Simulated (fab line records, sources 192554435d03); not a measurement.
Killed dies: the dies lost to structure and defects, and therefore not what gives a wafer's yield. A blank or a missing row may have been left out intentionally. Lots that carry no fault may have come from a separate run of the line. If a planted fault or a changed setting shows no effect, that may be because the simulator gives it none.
Chamber matching :: flow n5-finfet :: rie-diel-05 running N5_BEOL_M0_SAQP_ETCH_83: 4 sister chambers
The step etches SiARC in CF4, target depth 39 nm, time 65 s. 16 wafers are shown with their chamber, then 8 later ones without.

== WAFERS PAIRED WITH THEIR CHAMBERS ==
wafer: L078.1
chamber: 2
drypump-motor-current-A (A): 5.32
oes-product-au (a.u.): 0.60
etch-rf-on-time-s (s): 70.0

wafer: L078.2
chamber: 1
drypump-motor-current-A (A): 5.77
oes-product-au (a.u.): 0.66
etch-rf-on-time-s (s): 63.3

wafer: L078.3
chamber: 3
drypump-motor-current-A (A): 5.94
oes-product-au (a.u.): 0.71
etch-rf-on-time-s (s): 67.9

wafer: L078.4
chamber: 0
drypump-motor-current-A (A): 5.50
oes-product-au (a.u.): 0.89
etch-rf-on-time-s (s): 62.4

wafer: L078.5
chamber: 1
drypump-motor-current-A (A): 5.76
oes-product-au (a.u.): 0.67
etch-rf-on-time-s (s): 62.4

wafer: L078.6
chamber: 2
drypump-motor-current-A (A): 5.33
oes-product-au (a.u.): 0.60
etch-rf-on-time-s (s): 70.5

wafer: L079.1
chamber: 2
drypump-motor-current-A (A): 5.33
oes-product-au (a.u.): 0.60
etch-rf-on-time-s (s): 70.2

wafer: L079.3
chamber: 1
drypump-motor-current-A (A): 5.74
oes-product-au (a.u.): 0.66
etch-rf-on-time-s (s): 63.5

wafer: L079.6
chamber: 0
drypump-motor-current-A (A): 5.51
oes-product-au (a.u.): 0.87
etch-rf-on-time-s (s): 63.0

wafer: L080.1
chamber: 2
drypump-motor-current-A (A): 5.32
oes-product-au (a.u.): 0.60
etch-rf-on-time-s (s): 70.4

wafer: L080.2
chamber: 3
drypump-motor-current-A (A): 5.99
oes-product-au (a.u.): 0.70
etch-rf-on-time-s (s): 67.2

wafer: L080.6
chamber: 3
drypump-motor-current-A (A): 5.98
oes-product-au (a.u.): 0.71
etch-rf-on-time-s (s): 67.8

wafer: L082.2
chamber: 0
drypump-motor-current-A (A): 5.51
oes-product-au (a.u.): 0.85
etch-rf-on-time-s (s): 62.8

wafer: L082.4
chamber: 1
drypump-motor-current-A (A): 5.77
oes-product-au (a.u.): 0.66
etch-rf-on-time-s (s): 63.2

wafer: L082.5
chamber: 1
drypump-motor-current-A (A): 5.77
oes-product-au (a.u.): 0.65
etch-rf-on-time-s (s): 62.8

wafer: L088.1
chamber: 1
drypump-motor-current-A (A): 5.78
oes-product-au (a.u.): 0.65
etch-rf-on-time-s (s): 62.2

SIGNATURES (means of the wafers above)
reading: drypump-motor-current-A
chamber 0: 5.5067
chamber 1: 5.7650
chamber 2: 5.3250
chamber 3: 5.9700
scatter within a chamber: 0.0145

reading: oes-product-au
chamber 0: 0.8700
chamber 1: 0.6583
chamber 2: 0.6000
chamber 3: 0.7067
scatter within a chamber: 0.00979

reading: etch-rf-on-time-s
chamber 0: 62.733
chamber 1: 62.900
chamber 2: 70.275
chamber 3: 67.633
scatter within a chamber: 0.406
Rule: a wafer's distance from a chamber is the root of the sum, over the readings, of the square of ((its reading less the chamber's mean) divided by the reading's scatter). The wafer belongs to the nearest chamber; if the next one is less than 2 further off, it can't be placed. The scatter: the root of (the sum of the squares of (reading less its chamber's mean) over the shown wafers, divided by (wafers less chambers)).

== WAFERS WITHOUT THEIR CHAMBER ==
wafer: L088.2
drypump-motor-current-A (A): 5.94
oes-product-au (a.u.): 0.69
etch-rf-on-time-s (s): 67.6

wafer: L088.3
drypump-motor-current-A (A): 5.31
oes-product-au (a.u.): 0.59
etch-rf-on-time-s (s): 70.1

wafer: L088.4
drypump-motor-current-A (A): 5.54
oes-product-au (a.u.): 0.81
etch-rf-on-time-s (s): 62.8

wafer: L088.5
drypump-motor-current-A (A): 5.76
oes-product-au (a.u.): 0.65
etch-rf-on-time-s (s): 62.3

wafer: L088.6
drypump-motor-current-A (A): 5.34
oes-product-au (a.u.): 0.59
etch-rf-on-time-s (s): 70.6

wafer: L092.1
drypump-motor-current-A (A): 5.78
oes-product-au (a.u.): 0.65
etch-rf-on-time-s (s): 62.9

wafer: L092.3
drypump-motor-current-A (A): 5.34
oes-product-au (a.u.): 0.59
etch-rf-on-time-s (s): 70.1

wafer: L092.4
drypump-motor-current-A (A): 5.46
oes-product-au (a.u.): 0.80
etch-rf-on-time-s (s): 63.7

== WHICH CHAMBER EACH ONE RAN IN ==
wafer: L088.2
from the rows above: 3
in truth: 3

wafer: L088.3
from the rows above: 2
in truth: 2

wafer: L088.4
from the rows above: 0
in truth: 0

wafer: L088.5
from the rows above: 1
in truth: 1

wafer: L088.6
from the rows above: 2
in truth: 2

wafer: L092.1
from the rows above: 1
in truth: 1

wafer: L092.3
from the rows above: 2
in truth: 2

wafer: L092.4
from the rows above: 0
in truth: 0
Correct placement for 8 of the 8. Number that these rows cannot place: 0. Wrongly placed: 0.
